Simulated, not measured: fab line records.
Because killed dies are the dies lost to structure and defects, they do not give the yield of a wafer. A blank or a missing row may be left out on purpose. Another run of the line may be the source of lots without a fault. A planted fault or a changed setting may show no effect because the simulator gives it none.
Which of the tools did it? -- flow nand harc -- Sampling: 15 lots, 43 wafers, 5 of 1302 route steps

== WHAT EACH GAUGE READ, for each wafer ==
NHARC_A_START_INSPECT_01.
lot,measured,on,raw defect count
L883,day 6 20:47,defect inspect-01,4 0 6
L884,day 7 02:02,defect inspect-02,1 2 7
L885,day 7 08:14,defect inspect-02,4 2 3
L886,day 7 18:40,defect inspect-01,1 2 5
L888,day 8 16:49,defect inspect-01,4 3 6
L890,day 9 18:12,defect inspect-02,1 2 10
L891,day 10 16:57,defect inspect-01,2 4
L892,day 10 17:37,defect inspect-02,4 0 5
L893,day 10 18:33,defect inspect-02,3 6 3
L894,day 11 09:11,defect inspect-01,1 3
L898,day 12 20:10,defect inspect-02,4 4 5
L900,day 13 18:40,defect inspect-02,3 7 3
L902,day 14 10:24,defect inspect-02,3 3 3
L901,day 14 11:04,defect inspect-02,5 3 4
L903,day 15 06:49,defect inspect-01,2 8 4

NHARC_A_ONON_D1_THK_MEAS_30: measures by ellipsometry.
lot,measured,on,thk nm (nm)
L883,day 8 10:16,film metro-02,1006 1007 1006
L884,day 8 14:21,film metro-02,1006 1008 1008
L885,day 8 21:53,film metro-02,1018 1019 1020
L886,day 9 05:46,film metro-02,1002 1003 1001
L888,day 10 04:44,film metro-01,1012 1013 1011
L890,day 11 11:56,film metro-01,997 998 998
L891,day 12 08:25,film metro-02,583 1009
L892,day 12 08:46,film metro-02,576 1005 1005
L893,day 12 08:33,film metro-01,1011 1012 1012
L894,day 13 00:11,film metro-01,562 988
L898,day 14 08:38,film metro-01,1017 1016 1017
L900,day 15 12:22,film metro-01,994 991 993
L902,day 15 21:35,film metro-01,1004 1004 1004
L901,day 15 21:35,film metro-02,1013 1013 1014
L903,day 16 18:11,film metro-01,998 997 999

== EACH LOT AND THE TOOL THAT RAN IT (in order: tool; ch and the chambers of the sampled wafers; start) ==
lot,NHARC_A_ZERO_WELL_DESCUM_12,NHARC_A_ZERO_WELL_RTA_16,NHARC_A_ONON_D1_DEP_28
L883,"rie diel-06 ch 2,3, day 6 21:47","rtp anneal-02 ch 0, day 6 22:53","pecvd onon-04 ch 0, day 8 09:45"
L884,"rie diel-06 ch 1,2,3, day 7 03:01","rtp anneal-01 ch 0, day 7 04:08","pecvd onon-04 ch 0, day 8 13:50"
L885,"rie diel-06 ch 0,1,3, day 7 09:14","rtp anneal-02 ch 0, day 7 10:21","pecvd onon-01 ch 0, day 8 21:23"
L886,"rie diel-07 ch 0,2, day 7 19:41","rtp anneal-01 ch 0, day 7 20:50","pecvd onon-03 ch 0, day 9 05:19"
L888,"rie diel-06 ch 0,1, day 8 17:49","rtp anneal-01 ch 0, day 8 18:56","pecvd onon-03 ch 0, day 10 04:16"
L890,"rie diel-06 ch 0,1,2, day 9 19:05","rtp anneal-02 ch 0, day 9 20:13","pecvd onon-01 ch 0, day 11 11:29"
L891,"rie diel-07 ch 0,2, day 10 17:50","rtp anneal-02 ch 0, day 10 19:10","pecvd onon-03 ch 0, day 12 08:01"
L892,"rie diel-06 ch 0,3, day 10 18:29","rtp anneal-01 ch 0, day 10 19:38","pecvd onon-03 ch 0, day 12 08:19"
L893,"rie diel-01 ch 2,3, day 10 19:25","rtp anneal-02 ch 0, day 10 20:37","pecvd onon-04 ch 0, day 12 08:10"
L894,"rie diel-06 ch 1,3, day 11 10:12","rtp anneal-01 ch 0, day 11 11:19","pecvd onon-03 ch 0, day 12 23:43"
L898,"rie diel-06 ch 0,1, day 12 21:11","rtp anneal-02 ch 0, day 12 22:18","pecvd onon-01 ch 0, day 14 08:07"
L900,"rie diel-07 ch 2,3, day 13 19:32","rtp anneal-02 ch 0, day 13 20:38","pecvd onon-03 ch 0, day 15 11:51"
L902,"rie diel-07 ch 0,1,3, day 14 11:25","rtp anneal-02 ch 0, day 14 12:30","pecvd onon-01 ch 0, day 15 21:05"
L901,"rie diel-01 ch 0,1,2, day 14 12:05","rtp anneal-01 ch 0, day 14 13:17","pecvd onon-04 ch 0, day 15 21:15"
L903,"rie diel-01 ch 0,2,3, day 15 07:43","rtp anneal-02 ch 0, day 15 09:16","pecvd onon-01 ch 0, day 16 17:40"
- NHARC_A_ZERO_WELL_DESCUM_12: chemistry O2, time 3 s.
- NHARC_A_ZERO_WELL_RTA_16: time 10 s.
- NHARC_A_ONON_D1_DEP_28: target thk 1000 nm.

== AS READ BY THE TOOLS THEMSELVES (means over the sampled wafers that have a number; for cases with no such wafer, the mark the record gives instead) ==
NHARC_A_ZERO_WELL_DESCUM_12.
lot,tool,drypump motor current A (A),mfc ar sccm (sccm),oes product au (a.u.),rf vpp V (V),showerhead plenum p Torr (Torr),throttle valve pct (%)
L883,rie diel-06,6.2,0.004,0.998,57.3,1.81,11.325
L884,rie diel-06,5.9,0.010,0.991,58.6,1.89,11.313
L885,rie diel-06,5.7,0.010,0.993,57.8,1.91,11.312
L886,rie diel-07,5.3,0.014,1.004,58.6,1.88,11.298
L888,rie diel-06,5.7,0.011,0.998,59.0,1.99,11.304
L890,rie diel-06,6.0,0.006,0.990,57.3,1.91,11.309
L891,rie diel-07,5.3,0.011,0.998,56.6,1.85,11.313
L892,rie diel-06,5.6,0.004,0.996,57.3,1.85,11.308
L893,rie diel-01,5.7,0.000,0.993,58.1,1.87,11.303
L894,rie diel-06,5.6,0.015,0.994,57.5,1.92,11.304
L898,rie diel-06,5.7,0.006,0.999,57.6,1.94,11.304
L900,rie diel-07,6.0,0.009,0.999,57.9,1.97,11.316
L902,rie diel-07,5.8,0.007,1.009,57.9,1.90,11.311
L901,rie diel-01,5.9,0.015,0.996,58.5,1.98,11.312
L903,rie diel-01,5.8,0.007,0.993,57.4,1.93,11.310

NHARC_A_ZERO_WELL_RTA_16.
lot,tool,lamp power pct (%),lamp_zone_4_pct (%),lamp_zone_6_pct (%),wafer_temp_C_max
L883,rtp anneal-02,29.2,29.2,29.1,1004.3
L884,rtp anneal-01,30.1,30.1,30.1,1008.2
L885,rtp anneal-02,29.2,29.2,29.2,1003.8
L886,rtp anneal-01,30.1,30.0,30.0,1006.2
L888,rtp anneal-01,30.1,30.1,30.1,1008.1
L890,rtp anneal-02,29.3,29.2,29.2,1003.7
L891,rtp anneal-02,29.3,29.2,29.1,1003.5
L892,rtp anneal-01,30.1,30.1,30.0,1007.4
L893,rtp anneal-02,29.2,29.2,29.2,1004.0
L894,rtp anneal-01,30.1,30.1,30.1,1006.5
L898,rtp anneal-02,29.3,29.2,29.2,1004.8
L900,rtp anneal-02,29.2,29.2,29.1,1005.1
L902,rtp anneal-02,29.2,29.2,29.2,1004.0
L901,rtp anneal-01,30.1,30.1,30.1,1007.2
L903,rtp anneal-02,29.3,29.3,29.2,1003.5

== THE ANSWER, worked out from the rows above alone ==
Rule: the lots themselves supply what counts as usual. Put in order of their means at a reading, lots are off if they are a third of the lots or fewer, leave a main group of 4 or more, and stand apart from it by a gap of 3 or more times the standard deviation of the main group's means; of several such gaps the widest counts. Not used: any main group whose means are identical at the precision the tables above print for the reading. Also off: a lot with no number at a reading for which 4 or more lots have one. The other lots that the step has rows for count as sound. Order of review: gauges by route order, followed by the tools' own readings, for which a lot's mean as printed above is used. At the first step where some lot is off, the reading lying furthest off is the one used; lots without a number count as furthest.
Off: L891, L892, L894, at NHARC_A_ONON_D1_THK_MEAS_30 (thk nm). The main group: mean 1007 nm, standard deviation 7.8.
A tool fits if, at a process step before that reading, it ran every lot that is off, and no sound lot after the first of them. Those tools and the gauges at NHARC_A_ONON_D1_THK_MEAS_30 are tried in the same way. Of those tried, none fits.

== WHAT THE SIMULATOR HAD PUT IN ==
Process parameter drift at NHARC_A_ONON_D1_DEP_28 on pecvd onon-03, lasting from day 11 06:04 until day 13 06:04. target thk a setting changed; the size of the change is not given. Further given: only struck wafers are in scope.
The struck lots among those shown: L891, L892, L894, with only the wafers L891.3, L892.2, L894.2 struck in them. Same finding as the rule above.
